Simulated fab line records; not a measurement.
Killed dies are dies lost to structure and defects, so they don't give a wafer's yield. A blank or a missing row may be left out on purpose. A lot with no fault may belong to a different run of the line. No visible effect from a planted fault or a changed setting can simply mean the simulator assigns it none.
fab line records | flow nand-harc
record lots=6 wafers=18 last-day=35
route steps=1302 shown P_M0@264 P_M1@285 END@1302
lots untouched by any fault: they come from a run of this same line in which no faults occurred
start-h: hours from the record's first day to the start of the lot's first wafer shown | wait-h: hours since the lot's step before | " identical to the entry in the row above | L1.1+2: a row that stands for several wafers | - no value, or no start was given | * or withheld: withheld | < > ~ a bound
route shown NAME@n: NAME is a module with steps in the file, n the number in the route of the first one | usual: average and standard deviation across the fault-free wafers | same: alike in all rows | chamber/n: place in a boat | sites: the reading at each site | _std_site: the values' standard deviation | _edge_site: inner sites' mean taken away from outer sites' mean | radius-mm: for every site, how far away it sits from the centre of the wafer | mask NAME#n: copy n | behind: the tool/chamber that last shaped the wafer | hold: what put the lot on hold/how long, in hours/how the hold closed | device: the n, p or np transistor that did not switch | end of line: the route-end tests of the same wafers | a step with no rows: only its recipe | killed: the dies lost at the first sort to structure and to defects; this is not the yield of the wafer | map: the dies of a wafer, with x for killed, . for not killed, _ for no die there
set.NAME: the setting that was run; set.NAME@STEP: the one run at that earlier step | model.NAME: the simulator's own value behind a step, which no gauge read
lots at selected steps of the route; one table per step, one row per wafer
services: a tool's chamber out of use, with start hour (start-h, from the record's first day; less than 0 if before it), hours out, and reason
## steps
# step NHARC_P_M0_OVL_MEAS_10
# recipe pitch-nm=180
# usual overlay-x-nm=-0.1/0.79 overlay-y-nm=-0.2/0.85
# columns lot.wafer tool chamber start-h wait-h overlay-x-nm overlay-y-nm
L596.1 overlay-01 - 121.31 - -0.4 0.3
L596.2 " - " " -0.7 -0.1
L596.3 " - " " -0.8 0.0
L604.2 overlay-01 - 197.41 - 0.0 -1.1
L604.4 " - " " -0.1 -0.7
L604.5 " - " " 0.6 -1.3
L605.2 overlay-02 - 212.01 - 0.3 0.0
L605.3 " - " " -0.2 0.5
L605.5 " - " " 0.8 0.8
L609.1 overlay-02 - 252.27 - 0.0 -0.4
L609.3 " - " " -0.3 -0.1
L609.4 " - " " -0.1 -0.7
L614.1 overlay-01 - 298.17 - 0.8 -0.2
L614.3 " - " " 0.7 0.8
L614.5 " - " " 0.8 -0.4
L618.4 overlay-02 - 348.64 - -0.6 0.7
L618.5 " - " " -0.3 0.8
L618.6 " - " " -0.1 0.7
# step NHARC_P_M0_INSPECT_11
# usual raw-defect-count=3.9/2.3
# columns lot.wafer tool chamber start-h wait-h raw-defect-count
L596.1 defect-inspect-01 - 121.35 0.0 3
L596.2 " - " " 6
L596.3 " - " " 3
L604.2 defect-inspect-01 - 197.44 0.0 4
L604.4 " - " " 5
L604.5 " - " " 4
L605.2 defect-inspect-02 - 212.04 0.0 2
L605.3 " - " " 1
L605.5 " - " " 5
L609.1 defect-inspect-01 - 252.30 0.0 4
L609.3 " - " " 3
L609.4 " - " " 3
L614.1 defect-inspect-01 - 298.20 0.0 2
L614.3 " - " " 4
L614.5 " - " " 3
L618.4 defect-inspect-01 - 348.67 0.0 3
L618.5 " - " " 7
L618.6 " - " " 6
# step NHARC_P_M0_DESCUM_14
# recipe time-s=3 o2-flow-sccm=200 ar-flow-sccm=0 bias-power-w=0 chemistry=O2
# usual chamber-pressure-mTorr=59.99/0.049 drypump-motor-current-A=5.8/0.33 oes-product-au=1.002/0.0067 rf-vpp-V=58.0/0.79 showerhead-plenum-p-Torr=1.94/0.089 throttle-valve-pct=11.312/0.0084
# columns lot.wafer tool chamber start-h wait-h chamber-pressure-mTorr drypump-motor-current-A oes-product-au rf-hours-counter-h rf-vpp-V showerhead-plenum-p-Torr throttle-valve-pct
L596.1 rie-diel-09 2 121.41 0.1 60.00 6.2 1.009 42 57.0 1.78 11.326
L596.2 " 3 " " 59.95 6.4 1.005 50 59.4 1.95 11.309
L596.3 " 1 " " 59.97 4.7 1.012 46 58.2 1.96 11.320
L604.2 rie-diel-01 1 197.50 0.1 59.99 5.5 0.998 54 58.2 1.94 11.304
L604.4 " 2 " " 59.94 5.7 0.997 52 57.2 1.76 11.318
L604.5 " 2 " " 59.88 5.7 0.991 - 56.7 1.76 11.319
L605.2 rie-diel-09 3 212.11 0.1 59.97 6.5 1.001 22 58.1 1.94 11.303
L605.3 " 0 " " 59.96 6.0 1.014 10 58.4 1.81 11.317
L605.5 " 2 " " 59.95 6.1 1.007 - 57.6 1.77 11.300
L609.1 rie-diel-08 3 252.37 0.1 60.07 5.8 0.999 9 58.9 2.02 11.302
L609.4 " 0 " " 59.95 6.0 1.004 9 58.1 1.99 11.319
L609.3 " 1 " " 59.96 6.1 1.001 8 56.9 1.85 11.290
L614.1 rie-diel-08 0 298.27 0.1 59.93 6.0 0.996 17 57.2 1.99 11.325
L614.3 " 1 " " 59.96 6.1 1.005 15 58.0 1.85 11.310
L614.5 " 3 " " 60.05 5.8 0.991 - 58.3 2.01 11.318
L618.4 rie-diel-08 3 348.76 0.1 60.04 5.8 0.998 26 58.5 2.01 11.317
L618.5 " 0 " " 59.94 6.0 0.987 - 57.4 1.98 11.316
L618.6 " 1 " " 60.00 6.1 0.998 - 56.7 1.85 11.309
# step NHARC_P_M0_ETCH_34
# recipe target-depth-a=400 overetch-a=120 time-s=43.94 ion-energy-ev=200 n2-flow-sccm=150 h2-flow-sccm=150 ar-flow-sccm=0 rf-w=400 bias-w=150 chemistry=N2/H2
# step NHARC_P_M0_ETCH_15
# recipe target-depth-a=1500 overetch-a=150 time-s=82.5 c4f8-flow-sccm=withheld ar-flow-sccm=400 rf-w=600 bias-w=300 chemistry=C4F8/Ar
# step NHARC_P_M0_CD_MEAS_16
# usual cd-nm=89.9/0.61
# columns lot.wafer tool chamber start-h wait-h cd-nm
L596.1 cd-sem-03 - 121.71 - 89.4
L596.2 " - " " 89.6
L596.3 " - " " 90.4
L604.2 cd-sem-01 - 197.82 - 88.9
L604.4 " - " " 89.0
L604.5 " - " " 89.0
L605.2 cd-sem-01 - 212.40 - 89.9
L605.3 " - " " 89.7
L605.5 " - " " 89.6
L609.1 cd-sem-02 - 252.66 - 89.7
L609.3 " - " " 89.7
L609.4 " - " " 89.7
L614.1 cd-sem-01 - 299.05 - 90.5
L614.3 " - " " 89.4
L614.5 " - " " 89.6
L618.4 cd-sem-03 - 349.04 - 90.1
L618.5 " - " " 90.0
L618.6 " - " " 90.8
# step NHARC_P_M0_STRIP_18
# recipe power-w=1000 n2-flow-sccm=150 h2-flow-sccm=150 ar-flow-sccm=0 bias-w=0 chemistry=N2/H2
# usual chamber-pressure-mTorr=30.00/0.03 drypump-motor-current-A=5.8/0.44 oes-product-au=1.003/0.008 rf-vpp-V=90.7/0.94 showerhead-plenum-p-Torr=2.05/0.094 throttle-valve-pct=14.170/0.0097
# columns lot.wafer tool chamber start-h wait-h chamber-pressure-mTorr drypump-motor-current-A oes-product-au rf-hours-counter-h rf-vpp-V showerhead-plenum-p-Torr throttle-valve-pct
L596.2 rie-diel-01 0 121.79 0.1 29.95 5.3 1.002 26 91.1 2.03 14.161
L596.3 " 1 " " 29.99 5.4 0.994 28 89.2 2.07 14.183
L596.1 " 3 " " 30.03 5.8 0.997 29 87.8 1.96 14.170
L604.2 rie-diel-09 1 197.96 0.1 30.01 4.7 0.999 15 91.2 2.08 14.173
L604.4 " 3 " " 30.00 6.4 1.012 - 91.3 2.07 14.169
L604.5 " 1 " " 29.99 4.7 1.004 - 90.7 2.08 14.168
L605.2 rie-diel-08 1 212.50 0.1 29.96 6.1 1.007 2 90.3 1.97 14.168
L605.3 " 3 " " 30.05 5.8 1.005 2 91.8 2.15 14.165
L605.5 " 1 " " 29.99 6.1 1.009 - 90.9 1.97 14.165
L609.3 rie-diel-09 0 252.74 0.1 30.09 6.0 1.006 26 92.0 1.92 14.179
L609.4 " 1 " " 29.99 4.7 1.009 33 90.6 2.08 14.177
L609.1 " 3 " " 30.01 6.4 1.005 36 89.3 2.07 14.176
L614.1 rie-diel-08 0 299.12 0.1 30.04 6.0 0.988 17 91.5 2.12 14.174
L614.3 " 1 " " 29.98 6.1 0.997 15 89.2 1.97 14.167
L614.5 " 0 " " 30.03 6.0 1.002 - 91.2 2.12 14.177
L618.4 rie-diel-09 3 349.17 0.1 30.02 6.5 1.011 5 91.4 2.06 14.181
L618.5 " 1 " " 30.01 4.7 1.002 - 90.7 2.07 14.164
L618.6 " 2 " " 30.01 6.2 1.002 - 91.3 2.22 14.171
# step NHARC_P_M0_STRIP_19
# recipe time-s=600 temp-c=30 chemistry=post-etch-residue-remover
# step NHARC_P_M0_DEGAS_28
# recipe temp-c=250 time-s=60
# step NHARC_P_M0_PRE_CLEAN_29
# recipe time-s=30 temp-c=280 gas=H2/He
# usual heater-power-w=402/25
# columns lot.wafer tool chamber start-h wait-h heater-power-w
L596.1 pvd-sputter-03 - - - 364
L596.3 " - " " 431
L596.2 " - " " 400
L604.4 pvd-sputter-02 - - - 385
L604.2 " - " " 381
L604.5 " - " " 389
L605.2 pvd-sputter-01 - - - 396
L605.3 " - " " 382
L605.5 " - " " 382
L609.3 pvd-sputter-01 - - - 391
L609.4 " - " " 401
L609.1 " - " " 409
L614.3 pvd-sputter-03 - - - 418
L614.1 " - " " 375
L614.5 " - " " 405
L618.4 pvd-sputter-02 - - - 440
L618.6 " - " " 392
L618.5 " - " " 390
# step NHARC_P_M0_PVD_20
# recipe target-thk-a=50 bias-v=168.6 power-w=15000 chamber-pressure-pa=0.12 time-s=8.06 substrate-temp-c=50 material=TaN
# usual bias-v=168.5/1.7 cathode-dc-power-W=15000/2.9 throttle-valve-pct=29.9/0.81
# columns lot.wafer tool chamber start-h wait-h bias-v cathode-dc-power-W throttle-valve-pct
L596.2 pvd-sputter-03 - - - 172.9 14994 31.5
L596.3 " - " " 167.5 14997 30.0
L596.1 " - " " 168.8 14998 30.3
L604.2 pvd-sputter-02 - - - 168.2 15000 29.3
L604.4 " - " " 168.5 14999 30.0
L604.5 " - " " 167.3 15002 29.4
L605.3 pvd-sputter-01 - - - 170.1 15003 31.4
L605.2 " - " " 171.4 15000 29.7
L605.5 " - " " 170.6 14996 31.2
L609.1 pvd-sputter-01 - - - 166.8 14996 30.7
L609.3 " - " " 170.5 14995 30.3
L609.4 " - " " 170.3 15000 31.7
L614.3 pvd-sputter-03 - - - 169.2 14997 30.7
L614.1 " - " " 169.4 14996 30.5
L614.5 " - " " 166.5 14997 30.5
L618.4 pvd-sputter-02 - - - 170.6 15002 28.5
L618.6 " - " " 169.6 15003 30.4
L618.5 " - " " 167.6 15000 29.0
# step NHARC_P_M0_PVD_21
# recipe target-thk-a=300 chamber-pressure-pa=5 power-w=5000 substrate-temp-c=30 time-s=20.49 material=Cu
# step NHARC_P_M0_ECD_22
# recipe target-thk-a=4000 bath-temp-c=25 material=Cu
# columns lot.wafer tool chamber start-h wait-h
L596.1+2+3 ecd-cu-02 1,0,1 122.85 -
L604.2+4+5 ecd-cu-01 1,1,0 198.84 -
L605.2+3+5 ecd-cu-01 1,0,0 213.38 -
L609.1+4+3 ecd-cu-02 0,1,0 253.69 -
L614.1+3+5 ecd-cu-01 1 300.07 -
L618.4+5+6 ecd-cu-02 0,0,1 350.16 -
# step NHARC_P_M0_ANNEAL_30
# recipe temp-c=225 time-s=90
# step NHARC_P_M0_CMP_23
# recipe t-overpolish-s=20 target-thk-nm=117.54
# step NHARC_P_M0_THK_MEAS_24
# recipe thk-meas-gauge=xrf
# usual thk-nm=118.0/1.3
# columns lot.wafer tool chamber start-h wait-h thk-nm
L596.1 film-metro-02 - 123.88 - 115.3
L596.2 " - " " 117.2
L596.3 " - " " 116.6
L604.2 film-metro-01 - 199.88 - 115.9
L604.4 " - " " 116.9
L604.5 " - " " 119.2
L605.2 film-metro-02 - 214.45 - 117.3
L605.3 " - " " 117.1
L605.5 " - " " 117.6
L609.1 film-metro-01 - 254.70 - 121.2
L609.3 " - " " 116.8
L609.4 " - " " 120.5
L614.1 film-metro-02 - 301.07 - 119.6
L614.3 " - " " 118.1
L614.5 " - " " 119.7
L618.4 film-metro-02 - 351.10 - 119.6
L618.5 " - " " 118.7
L618.6 " - " " 117.3
# step NHARC_P_M0_SRD_25
# step NHARC_P_M0_PRE_CLEAN_31
# recipe time-s=12 temp-c=370 rf-power-w=300 gas=NH3
# usual heater-power-w=620/67
# columns lot.wafer tool chamber start-h wait-h heater-power-w
L596.2 pecvd-01 0 124.16 0.1 631
L596.3 " 1 " " 715
L596.1 " 2 " " 607
L604.2 pecvd-01 0 200.12 0.1 623
L604.5 " 2 " " 528
L604.4 " 0 " " 621
L605.3 pecvd-03 1 214.67 0.1 635
L605.2 " 0 " " 675
L605.5 " 0 " " 688
L609.3 pecvd-01 0 254.96 0.1 641
L609.1 " 1 " " 706
L609.4 " 1 " " 709
L614.1 pecvd-02 2 301.29 0.1 604
L614.3 " 1 " " 567
L614.5 " 1 " " 576
L618.4 pecvd-01 0 351.37 0.1 587
L618.6 " 1 " " 700
L618.5 " 2 " " 497
# step NHARC_P_M0_DEP_32
# recipe target-thk-a=300 temp-c=370 target-thk-nm=30 pressure-torr=3 flow-sccm=200 rf-w=450 material=SiCN
# step NHARC_P_M1_DEP_00
# recipe target-thk-a=1825 target-thk-nm=182.5 temp-c=withheld pressure-torr=5 flow-sccm=200 rf-w=600 material=SiOC
# step NHARC_P_M1_DEHYDRATE_01
# recipe temp-c=150 time-s=120
# step NHARC_P_M1_HMDS_02
# recipe time-s=30
# step NHARC_P_M1_COAT_34
# recipe temp-c=200 time-s=65
# step NHARC_P_M1_COAT_03
# recipe spin-rpm=1500 resist-thk-nm=90
# step NHARC_P_M1_SOFTBAKE_04
# recipe temp-c=105 time-s=55
# step NHARC_P_M1_EBR_05
# step NHARC_P_M1_EXPOSE_06
# recipe na=1.35 target-cd-nm=130 dose-mj=81.88 mask-id=P_M1
# step NHARC_P_M1_PEB_07
# recipe peb-temp-c=100 peb-time-s=65
# step NHARC_P_M1_DEVELOP_08
# recipe develop-time-s=35 dev-temp-c=23
# step NHARC_P_M1_CD_MEAS_09
# recipe target-cd-nm=130 landing-energy-ev=500
# usual cd-nm=130.0/0.43
# columns lot.wafer tool chamber start-h wait-h cd-nm
L596.1 cd-sem-01 0 125.36 - 128.9
L596.2 " 0 " " 130.1
L596.3 " 0 " " 129.6
L604.2 cd-sem-01 0 201.31 - 129.8
L604.4 " 0 " " 129.8
L604.5 " 0 " " 130.3
L605.2 cd-sem-02 0 216.00 - 131.0
L605.3 " 0 " " 130.1
L605.5 " 0 " " 129.9
L609.1 cd-sem-02 0 256.25 - 129.5
L609.3 " 0 " " 130.2
L609.4 " 0 " " 129.8
L614.1 cd-sem-02 0 302.62 - 129.7
L614.3 " 0 " " 130.6
L614.5 " 0 " " 129.8
L618.4 cd-sem-01 0 352.67 - 130.2
L618.5 " 0 " " 129.6
L618.6 " 0 " " 130.2
# step NHARC_P_M1_OVL_MEAS_10
# recipe pitch-nm=260
# usual overlay-x-nm=0.1/0.76 overlay-y-nm=-0.1/0.74
# columns lot.wafer tool chamber start-h wait-h overlay-x-nm overlay-y-nm
L596.1 overlay-01 - 125.45 - -0.1 -0.3
L596.2 " - " " -0.1 -0.6
L596.3 " - " " 0.0 -0.4
L604.2 overlay-02 - 201.40 - -0.8 -1.0
L604.4 " - " " -0.6 -0.8
L604.5 " - " " -0.5 -0.9
L605.2 overlay-02 - 216.08 - -0.1 0.4
L605.3 " - " " 0.0 0.8
L605.5 " - " " -0.4 0.5
L609.1 overlay-02 - 256.34 - -1.7 0.4
L609.3 " - " " -0.9 0.8
L609.4 " - " " -1.4 1.0
L614.1 overlay-02 - 302.71 - -0.8 0.8
L614.3 " - " " -0.8 -0.1
L614.5 " - " " -1.3 -0.1
L618.4 overlay-02 - 352.75 - 0.7 0.1
L618.5 " - " " 0.3 -0.1
L618.6 " - " " 0.3 0.0
# step NHARC_P_M1_DESCUM_14
# recipe time-s=3 o2-flow-sccm=200 ar-flow-sccm=0 bias-power-w=0 chemistry=O2
# step NHARC_P_M1_ETCH_35
# recipe target-depth-a=400 overetch-a=120 time-s=43.94 ion-energy-ev=200 n2-flow-sccm=150 h2-flow-sccm=150 ar-flow-sccm=0 rf-w=400 bias-w=150 chemistry=N2/H2
# step NHARC_P_M1_ETCH_15
# recipe target-depth-a=1825 time-s=91.2 c4f8-flow-sccm=withheld ar-flow-sccm=400 rf-w=600 bias-w=300 chemistry=C4F8/Ar
# step NHARC_P_M1_CD_MEAS_16
# usual cd-nm=129.9/0.55
# columns lot.wafer tool chamber start-h wait-h cd-nm
L596.1 cd-sem-02 - 125.85 - 129.2
L596.2 " - " " 128.9
L596.3 " - " " 129.1
L604.2 cd-sem-03 - 201.80 - 129.7
L604.4 " - " " 129.4
L604.5 " - " " 130.9
L605.2 cd-sem-01 - 216.49 - 131.4
L605.3 " - " " 130.7
L605.5 " - " " 129.6
L609.1 cd-sem-03 - 256.74 - 129.3
L609.3 " - " " 130.3
L609.4 " - " " 130.4
L614.1 cd-sem-01 - 303.11 - 129.3
L614.3 " - " " 130.4
L614.5 " - " " 130.5
L618.4 cd-sem-02 - 353.16 - 130.0
L618.5 " - " " 129.5
L618.6 " - " " 130.2
# step NHARC_P_M1_STRIP_18
# recipe power-w=1000 n2-flow-sccm=150 h2-flow-sccm=150 ar-flow-sccm=0 bias-w=0 chemistry=N2/H2
# step NHARC_P_M1_ETCH_28
# recipe target-depth-a=300 over-etch-frac=0.3 time-s=72.99 ion-energy-ev=150 cf4-flow-sccm=50 n2-flow-sccm=100 ar-flow-sccm=150 rf-w=300 bias-w=100 chemistry=CF4/N2
# step NHARC_P_M1_STRIP_19
# recipe time-s=600 temp-c=30 chemistry=post-etch-residue-remover
# step NHARC_P_M1_DEGAS_29
# recipe temp-c=250 time-s=60
# step NHARC_END_SORT_01
# recipe temp-c=25
# usual defect-limited-yield=91.7/2.8 killed-at-array=52/19 killed-at-other=0.8/1 killed-at-periphery=3.7/2.5 killed-dies=56/19 killed-open=3.5/2 killed-short=2.2/1.4 sort_bin_2_pct=2.9/1.2 sort_bin_3_pct=0.6/0.36 sort_bin_4_pct=4.8/1.6 sort-n-pass=621/19 sort-rim-yield-pct=92/3.9 sort-yield-pct=91.7/2.8
# same gross-dies=677 sort_bin_5_pct[%]=0 sort_bin_6_pct[%]=0 sort_bin_7_pct[%]=0 sort_bin_8_pct[%]=0 sort-rim-n-gross=106.00
# columns lot.wafer tool chamber start-h wait-h defect-limited-yield[%] killed-at-array killed-at-other killed-at-periphery killed-dies killed-open killed-short sort_bin_2_pct[%] sort_bin_3_pct[%] sort_bin_4_pct[%] sort-n-pass sort-rim-yield-pct[%] sort-yield-pct[%]
L604.2 prober-02 0 631.44 2.8 22.7 34 0 489 523 1 0 34.7 5.3 37.2 154 24 22.7
L604.4 prober-02 0 633.03 3.4 25.3 42 0 464 506 2 2 29.4 4.4 40.9 171 26 25.3
L605.2 prober-02 0 645.27 2.8 27.3 15 0 477 492 0 0 29.0 6.5 37.2 185 28 27.3
# killed by level:class
L604.2 P_M0:unspecified=488 A_CHANNEL_HOLE_D1:chamber-film-flake=22 A_CHANNEL_HOLE_D2:chamber-film-flake=5 A_CONTACT:chamber-film-flake=3 A_SLIT:chamber-film-flake=2 A_ONON_D1:geometric-particle:open=1 P_GATE:chamber-film-flake=1 A_BLC:chamber-film-flake=1
L604.4 P_M0:unspecified=461 A_CHANNEL_HOLE_D1:chamber-film-flake=23 A_CHANNEL_HOLE_D2:chamber-film-flake=7 A_STAIRCASE:chamber-film-flake=3 A_CHANNEL_FILL_D1:chamber-film-flake=2 A_CONTACT:chamber-film-flake=2 A_DECK1_JOINT:geometric-particle:open=1 A_CHANNEL_HOLE_D2:geometric-particle:open=1
L605.2 P_M0:unspecified=477 A_CHANNEL_HOLE_D2:chamber-film-flake=8 A_CHANNEL_HOLE_D1:chamber-film-flake=4 A_WL_FILL:chamber-film-flake=1 A_STAIRCASE:chamber-film-flake=1 A_SLIT:chamber-film-flake=1
# map L604.2 (x killed, . not)
____________x____________
_________x..x.xx_________
_______xxxx.xxxx.x_______
______xxx.xx.xxxxx.______
_____xxxxxxx..xxxxx._____
____xxxxxxxx..xxxxxxx____
____xxxxxx.xxxxx..x.x____
___xxxxxxx.xx.xxxxxxx.___
___.xxxxxxxxx.x..xxxxx___
__xxxxxx.xxxxx.x.x.xxxx__
__xxx.x.xx.xx.x.xxxx.xx__
_xxx.xxx..xxxx..xxx..x.x_
_xxxxxxxxx.xxxxxxxx..x.x_
_x.x.xxx..xx.xxxxxx.xxxx_
_xxxxxxxx.xxxxxxxxxxxxxx_
_xxxx.xxxxxxx.xxxxxxxxxx_
x.xxxxxxxx..x.xxx.xx.x.xx
.xxxx.xxxxxx..x.xxxxx.x.x
.xxxx.xxxxxxxxxxxx..xxx..
x.xxxxx.xxxxx..xx..xxxxxx
.x.xxxxxxx..xxxxx...xxx.x
_xxxxxxx.xx.x.xx.xxxxxxx_
_xxxx.xx.xxxxxx.xxxxxx.x_
_x.xxx..xx.....xxx.x..x._
_xxxxxx.x..xxxxxx.xx.xx._
_.xx.x..xx..xxxxxx.xxxxx_
__..xxxxxxx.xxx.xxx..xx__
__xxxxxxxxxxxxxxx.xxx.x__
___.x.xxx.x.x.xx.xx.xx___
___.xxx.xxxxx.xxx.x.xx___
____xxxx.x.xxxx.xxxxx____
____xxxxxxxxxxxxxxxx.____
_____xxxxxx.xxxx.xxx_____
______xxxxxxxxxxx..______
_______.xxx.xxxxxx_______
_________xx.xx.x_________
____________x____________
# map L605.2 (x killed, . not)
____________x____________
_________x.xx.xx_________
_______xxx.xx....x_______
______xxxxxxxx.xx.x______
_____.x.xxxx.xxx.xxx_____
____xx.x.xxx.x.xxxx.x____
____xxxxxxxx.xxxxxx.x____
___x.xxxx.xxx.x.xxxxx.___
___xx..xxxx.xxxxxxxx.x___
__x.x.xxxxxx....xxxxxx.__
__xx.xxxxx.xxxx..xxx.xx__
_x..x.xxx..xxxxxxx.xx..x_
_xxxx.x.x.xx.xx.xxx...xx_
_xxxxxxxxxx.x.xxxxxxxxxx_
_x.xxx.xxxxxxx.xxxxxx.x._
_.xx.xx.xxxx.xxxx.x.xxxx_
.xx.x.xxx.xx.x.x.xxx.x..x
.x..x.x..xxxxx..xx.xxxxxx
.xx.xxxxx..xxxxxxxx.xx..x
x..xxx..xxxx.x.xx...xx.x.
xxx.xx.x..xx.xxxxxxx.x.xx
_x.x.xx..xxxxxx.xxxxx.xx_
_xxxxx.x.xxx.xx..xxxxx.x_
_xxx.xxxxx.xxxxxxx.xx.xx_
_.xxxxxxxxxx.x.xx.xxxxxx_
_.x..xxxx.xxxx.x...xxxx._
__xxxx..x.x...xx...xxxx__
__.xxx.x.xx.xxxxxxxxxxx__
___.xxxxx..xxxxxx...xx___
___xx.xxxxxxxxx.xx.xxx___
____xxxxx....xxxx.xxx____
____x.xxx.x.xxxxxxxx.____
_____xx.x.xxxxxxxxxx_____
______xxxx.xxxxxx.x______
_______xxx.xx.x..x_______
_________x.x.x.x_________
____________x____________
## services
# columns tool chamber start-h hours kind
pvd-sputter-02 - 102.71 2.3 repair
pecvd-01 - 130.36 13.0 pm
rie-diel-09 - 144.00 9.0 pm
pecvd-01 - 148.28 1.9 repair
rie-diel-09 0 156.89 33.5 repair
pecvd-01 - 157.65 0.9 repair
pvd-sputter-01 - 159.21 14.6 repair
pvd-sputter-03 - 159.56 3.2 repair
rie-diel-08 1 166.63 15.2 repair
rie-diel-08 0 173.04 23.7 repair
pvd-sputter-03 - 176.46 10.0 pm
pvd-sputter-01 - 178.68 1.8 repair
rie-diel-09 1 179.69 4.2 repair
rie-diel-09 2 182.55 19.4 repair
rie-diel-08 - 191.83 9.0 pm
pvd-sputter-01 - 226.00 10.0 pm
rie-diel-08 1 231.15 4.8 repair
rie-diel-09 2 243.48 2.9 repair
pvd-sputter-03 - 264.44 3.5 repair
rie-diel-09 3 269.89 1.6 repair
pvd-sputter-02 - 282.96 10.0 pm
pvd-sputter-03 - 304.58 1.9 repair
pecvd-01 - 311.36 13.0 pm
rie-diel-09 - 322.71 9.0 pm
## key
first-sign step=NHARC_END_SORT_01 reading=killed-at-periphery direction=up sigmas=99+ usual=3.7 struck=476.7
effect step=NHARC_END_SORT_01 reading=killed-dies direction=up sigmas=24 usual=56 struck=507
more-kills-born-at NHARC_P_M0_ECD_22@ecd-cu-01=1426
met-at NHARC_P_M0_ECD_22
struck-wafers L604.2,L604.4,L605.2
fault kind=chamber-particle-source tool=ecd-cu-01 chamber=1 onset-h=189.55 steps=NHARC_P_M0_ECD_22 rate-per-visit-cm2=1.4332 end-h=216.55
